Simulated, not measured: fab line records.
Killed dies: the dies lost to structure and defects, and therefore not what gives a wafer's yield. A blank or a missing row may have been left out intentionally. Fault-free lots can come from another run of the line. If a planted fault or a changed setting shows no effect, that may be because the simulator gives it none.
Matching of chambers | flow n5-finfet | N5_ILD0_LINER_00 on ald-sin-02: 4 sister chambers
The step material SiNx, target thk 4 nm, pulse time 1 s, purge time 2 s. 16 wafers are shown with their chamber, then 8 later ones without.

EACH WAFER AND ITS CHAMBER
wafer  | chamber | heater-power-w (W) | precursor-pulse-height-rel
L077.1 | 3       | 796                | 1.003
L077.4 | 1       | 823                | 1.002
L077.6 | 2       | 765                | 0.993
L078.4 | 2       | 780                | 0.986
L078.5 | 1       | 845                | 1.024
L078.6 | 0       | 790                | 0.987
L080.1 | 0       | 783                | 0.990
L080.2 | 3       | 808                | 0.973
L080.3 | 1       | 824                | 1.021
L080.4 | 2       | 786                | 0.965
L080.5 | 3       | 794                | 0.976
L080.6 | 0       | 784                | 0.983
L087.2 | 1       | 827                | 0.980
L087.4 | 3       | 796                | 0.997
L087.6 | 2       | 776                | 0.973
L090.3 | 2       | 794                | 0.995

SIGNATURES (averages over the wafers above)
reading                    | chamber 0 | chamber 1 | chamber 2 | chamber 3 | scatter within a chamber
heater-power-w             | 785.67    | 829.75    | 780.20    | 798.50    | 8.87
precursor-pulse-height-rel | 0.98667   | 1.00675   | 0.98240   | 0.98725   | 0.0148
Rule: distance of a wafer from a chamber = root of the sum over the readings of ((wafer's reading minus chamber's mean) / reading's scatter) squared. The wafer belongs to the nearest chamber; if the next one is less than 2 further off, it can't be placed. The scatter is the square root of a quotient: the sum, over the shown wafers, of each reading's squared deviation from its chamber's mean, divided by wafers minus chambers.

WAFERS WHOSE CHAMBER IS MISSING
wafer  | heater-power-w (W) | precursor-pulse-height-rel
L090.5 | 775                | 1.002
L090.6 | 800                | 0.993
L091.1 | 774                | 1.003
L091.2 | 798                | 0.972
L091.3 | 809                | 0.999
L092.1 | 783                | 1.023
L092.2 | 774                | 1.021
L092.5 | 786                | 1.007

CHAMBER TAKEN BY EACH
wafer  | from the rows above          | in truth
L090.5 | can't be placed: 2 or 0 or 3 | 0
L090.6 | can't be placed: 3 or 0 or 2 | 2
L091.1 | can't be placed: 2 or 0 or 3 | 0
L091.2 | can't be placed: 3 or 0 or 2 | 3
L091.3 | can't be placed: 3 or 1 or 0 | 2
L092.1 | can't be placed: 0 or 2 or 3 | 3
L092.2 | can't be placed: 0 or 2 or 3 | 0
L092.5 | can't be placed: 0 or 2 or 3 | 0
Correctly placed: 0 of 8. Unplaceable from these rows: 8, with the true chamber sitting among the candidates in 7. 0 placed wrongly.
